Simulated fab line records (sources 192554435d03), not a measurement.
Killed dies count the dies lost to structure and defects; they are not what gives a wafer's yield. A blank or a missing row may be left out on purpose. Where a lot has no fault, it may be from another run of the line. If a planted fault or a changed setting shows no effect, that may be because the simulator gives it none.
Which of the tools did it? :: flow n5 finfet :: 9 lots, 27 wafers sampled, at 5 steps of a route of 1938

WHAT EACH GAUGE READ, for each wafer
N5_BEOL_M4_INSPECT_59: inspects for defects (darkfield).
lot: L676
measured: day 8 17:41
on: defect inspect-02
raw defect count: 187 92 70

lot: L675
measured: day 8 20:28
on: defect inspect-01
raw defect count: 82 126 54

lot: L681
measured: day 10 00:32
on: defect inspect-01
raw defect count: 93 100 90

lot: L682
measured: day 11 03:56
on: defect inspect-01
raw defect count: 66 82 56

lot: L685
measured: day 11 11:36
on: defect inspect-01
raw defect count: 57 72 75

lot: L683
measured: day 11 16:34
on: defect inspect-02
raw defect count: 71 78 57

lot: L686
measured: day 11 19:52
on: defect inspect-01
raw defect count: 90 102 76

lot: L691
measured: day 13 00:00
on: defect inspect-01
raw defect count: 527 54 88

lot: L692
measured: day 13 05:34
on: defect inspect-02
raw defect count: 495 70 105

WHAT TOOL EACH LOT RAN ON (gives the tool, then ch and the chambers of the sampled wafers, and finally the start)
lot: L676
N5_BEOL_M4_ANNEAL_91: pvd sputter-01, day 8 16:02
N5_BEOL_M4_SPUTTER_94: pvd sputter-01, day 8 16:24
N5_BEOL_M4_ANNEAL_51: rtp anneal-01 ch 0, day 8 16:49
N5_BEOL_M4_PRE_CLEAN_60: cvd co-01 ch 0,2, day 8 17:27

lot: L675
N5_BEOL_M4_ANNEAL_91: pvd sputter-03, day 8 18:49
N5_BEOL_M4_SPUTTER_94: pvd sputter-03, day 8 19:10
N5_BEOL_M4_ANNEAL_51: rtp anneal-01 ch 0, day 8 19:40
N5_BEOL_M4_PRE_CLEAN_60: cvd co-01 ch 1,2, day 8 20:13

lot: L681
N5_BEOL_M4_ANNEAL_91: pvd sputter-02, day 9 22:52
N5_BEOL_M4_SPUTTER_94: pvd sputter-02, day 9 23:13
N5_BEOL_M4_ANNEAL_51: rtp anneal-02 ch 0, day 9 23:41
N5_BEOL_M4_PRE_CLEAN_60: cvd co-02 ch 0,1,2, day 10 00:16

lot: L682
N5_BEOL_M4_ANNEAL_91: pvd sputter-03, day 11 02:16
N5_BEOL_M4_SPUTTER_94: pvd sputter-03, day 11 02:38
N5_BEOL_M4_ANNEAL_51: rtp anneal-02 ch 0, day 11 03:03
N5_BEOL_M4_PRE_CLEAN_60: cvd co-01 ch 0,1,2, day 11 03:41

lot: L685
N5_BEOL_M4_ANNEAL_91: pvd sputter-03, day 11 09:55
N5_BEOL_M4_SPUTTER_94: pvd sputter-03, day 11 10:17
N5_BEOL_M4_ANNEAL_51: rtp anneal-01 ch 0, day 11 10:44
N5_BEOL_M4_PRE_CLEAN_60: cvd co-01 ch 0,1,2, day 11 11:21

lot: L683
N5_BEOL_M4_ANNEAL_91: pvd sputter-02, day 11 14:54
N5_BEOL_M4_SPUTTER_94: pvd sputter-02, day 11 15:16
N5_BEOL_M4_ANNEAL_51: rtp anneal-02 ch 0, day 11 15:41
N5_BEOL_M4_PRE_CLEAN_60: cvd co-02 ch 0,2, day 11 16:19

lot: L686
N5_BEOL_M4_ANNEAL_91: pvd sputter-02, day 11 18:12
N5_BEOL_M4_SPUTTER_94: pvd sputter-02, day 11 18:34
N5_BEOL_M4_ANNEAL_51: rtp anneal-01 ch 0, day 11 19:02
N5_BEOL_M4_PRE_CLEAN_60: cvd co-02 ch 0,2, day 11 19:37

lot: L691
N5_BEOL_M4_ANNEAL_91: pvd sputter-02, day 12 22:21
N5_BEOL_M4_SPUTTER_94: pvd sputter-02, day 12 22:43
N5_BEOL_M4_ANNEAL_51: rtp anneal-01 ch 0, day 12 23:07
N5_BEOL_M4_PRE_CLEAN_60: cvd co-02 ch 0,2, day 12 23:45

lot: L692
N5_BEOL_M4_ANNEAL_91: pvd sputter-01, day 13 03:49
N5_BEOL_M4_SPUTTER_94: pvd sputter-01, day 13 04:11
N5_BEOL_M4_ANNEAL_51: rtp anneal-02 ch 0, day 13 04:41
N5_BEOL_M4_PRE_CLEAN_60: cvd co-02 ch 0,1,2, day 13 05:19
- N5_BEOL_M4_ANNEAL_91: time 240 s.
- N5_BEOL_M4_SPUTTER_94: material Cu, target thk 4.5 nm, time 8.29 s.
- N5_BEOL_M4_ANNEAL_51: time 90 s.
- N5_BEOL_M4_PRE_CLEAN_60: time 15 s.

THE ANSWER, worked out from the rows above alone
Rule: the lots themselves supply what counts as usual. The widest of any qualifying gaps counts: lots, ordered by their means at a reading, are off when they make up no more than a third of the lots, leave a main group of 4 or more, and stand apart from it by 3 or more times the standard deviation of that group's means. The tables above print the reading to a certain number of digits; a main group whose means all agree to those digits is not used. Also off: a lot with no number at a reading for which 4 or more lots have one. All remaining lots with rows at the step are treated as sound.
Off: L691, L692 (N5_BEOL_M4_INSPECT_59, raw defect count). For the main group the mean is 85 and the standard deviation 17.
If a tool, at a process step before that reading, ran all the lots that are off and no sound lot after the first of them, it fits. Gauges at N5_BEOL_M4_INSPECT_59: tried the same way as those tools. One fits: N5_BEOL_M4_PRE_CLEAN_60 on cvd co-02. A fault onset in the window from L686 (day 11 19:37, its last sound lot) to L691 (day 12 23:45, its first lot off) fits.

WHAT WAS PUT IN BY THE SIMULATOR
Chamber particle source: cvd co-02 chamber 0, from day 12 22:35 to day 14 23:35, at N5_BEOL_M4_PRE_CLEAN_60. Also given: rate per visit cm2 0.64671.
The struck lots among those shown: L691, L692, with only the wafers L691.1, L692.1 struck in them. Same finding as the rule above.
